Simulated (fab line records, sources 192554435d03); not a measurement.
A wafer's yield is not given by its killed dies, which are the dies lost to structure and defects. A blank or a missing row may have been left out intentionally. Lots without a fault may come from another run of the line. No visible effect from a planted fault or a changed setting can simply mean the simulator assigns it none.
Which tool was responsible?    flow n5-finfet    45 wafers sampled from 15 lots at 1 step of a route of 1938

WHAT EACH GAUGE READ, for each wafer
N5_BEOL_M10_CD_MEAS_11: target cd 64.1 nm.
lot   measured      on         cd-nm (nm)
L174  day 10 01:37  cd-sem-02  63.5 63.3 63.7
L175  day 10 05:01  cd-sem-01  63.5 63.5 63.9
L176  day 10 08:55  cd-sem-01  63.9 63.9 63.4
L178  day 10 10:24  cd-sem-02  64.3 64.4 64.2
L177  day 10 14:13  cd-sem-02  64.1 64.2 64.3
L179  day 11 04:41  cd-sem-03  63.7 64.1 64.3
L182  day 12 02:29  cd-sem-02  64.3 64.3 64.0
L186  day 12 18:02  cd-sem-01  64.5 64.4 64.1
L185  day 13 03:39  cd-sem-03  64.8 64.6 64.0
L191  day 14 21:37  cd-sem-01  63.6 63.0 63.1
L193  day 15 08:37  cd-sem-03  64.2 64.5 64.2
L194  day 15 08:46  cd-sem-03  63.7 64.4 63.7
L195  day 15 22:04  cd-sem-03  63.9 63.7 63.6
L197  day 15 22:18  cd-sem-03  64.4 64.4 64.5
L196  day 16 01:37  cd-sem-01  64.0 64.0 63.8

EACH LOT AND THE TOOL THAT RAN IT (in order: tool; ch and the chambers of the sampled wafers; start)
Record: no process step prior to these readings.

AS READ BY THE TOOLS THEMSELVES (means over the sampled wafers that have a number; for cases with no such wafer, the mark the record gives instead)
The record holds no such reading with a usual standard deviation.

THE ANSWER, worked out from the rows above alone
Rule: what is usual is taken from the lots themselves. The widest of any qualifying gaps counts: lots, ordered by their means at a reading, are off when they make up no more than a third of the lots, leave a main group of 4 or more, and stand apart from it by 3 or more times the standard deviation of that group's means. If all means in a main group match to the digits the tables above print for the reading, that group is not used. A lot without any number at a reading at which 4 lots or more have one is off too. The other lots that the step has rows for count as sound. Order of review: gauges by route order, followed by the tools' own readings, for which a lot's mean as printed above is used. At the first step where some lot is off, the reading lying furthest off is the one used; lots without a number count as furthest.
No lot is off on any of the readings shown, so nothing can be concluded from this.

WHAT THE SIMULATOR HAD INSERTED
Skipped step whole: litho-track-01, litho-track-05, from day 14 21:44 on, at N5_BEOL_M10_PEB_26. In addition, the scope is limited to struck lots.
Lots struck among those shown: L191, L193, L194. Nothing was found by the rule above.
